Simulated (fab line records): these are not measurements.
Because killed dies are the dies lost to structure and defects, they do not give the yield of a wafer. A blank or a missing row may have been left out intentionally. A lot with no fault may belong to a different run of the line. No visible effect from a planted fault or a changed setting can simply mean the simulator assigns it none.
Chamber matching | flow nandHarc | NHARC_A_CHANNEL_FILL_D2_ALD_02 on aldHk-01 has 4 sister chambers
The step deposits SiO2, target thk 6 nm, pulse time 10 s, ald cycles 60. 8 wafers are shown with their chamber, then 9 later ones without.

## WAFERS WITH THEIR CHAMBER
wafer  | chamber | heaterPowerW (W) | precursorPulseHeightRel
L079.2 | 2       | 475              | 0.968
L079.6 | 0       | 404              | 0.993
L080.1 | 1       | 463              | 0.958
L080.4 | 2       | 461              | 1.014
L080.5 | 3       | 574              | 1.009
L082.2 | 3       | 566              | 0.996
L082.5 | 1       | 455              | 0.968
L082.6 | 0       | 417              | 0.991

## WAFERS WITH NO CHAMBER GIVEN
wafer  | heaterPowerW (W) | precursorPulseHeightRel
L090.1 | 570              | 1.022
L090.4 | 412              | 1.030
L090.6 | 473              | 1.008
L094.2 | 417              | 1.005
L094.3 | 462              | 0.980
L094.5 | 420              | 1.002
L096.2 | 441              | 0.995
L096.3 | 460              | 1.021
L096.6 | 554              | 0.978

## THE CHAMBER EACH PASSED THROUGH
wafer  | from the rows above          | in truth
L090.1 | 3                            | 3
L090.4 | 0                            | 0
L090.6 | can't be placed: 2 or 1      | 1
L094.2 | 0                            | 0
L094.3 | can't be placed: 2 or 1      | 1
L094.5 | 0                            | 0
L096.2 | can't be placed: 1 or 2 or 0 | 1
L096.3 | can't be placed: 2 or 1      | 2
L096.6 | 3                            | 3
5 of 9 placed correctly. From these rows, 4 cannot be placed; in 4 the true chamber is one of the candidates. 0 placed wrongly.
How it was worked out, from the rows above alone: a wafer's distance from a chamber is the root of the sum, over the readings, of the square of ((its reading less the chamber's mean) divided by the reading's scatter). The wafer belongs to the nearest chamber; if the next one is less than 2 further off, it can't be placed. A chamber's mean is the mean of its shown wafers. The scatter is the square root of a quotient: the sum, over the shown wafers, of each reading's squared deviation from its chamber's mean, divided by wafers minus chambers.
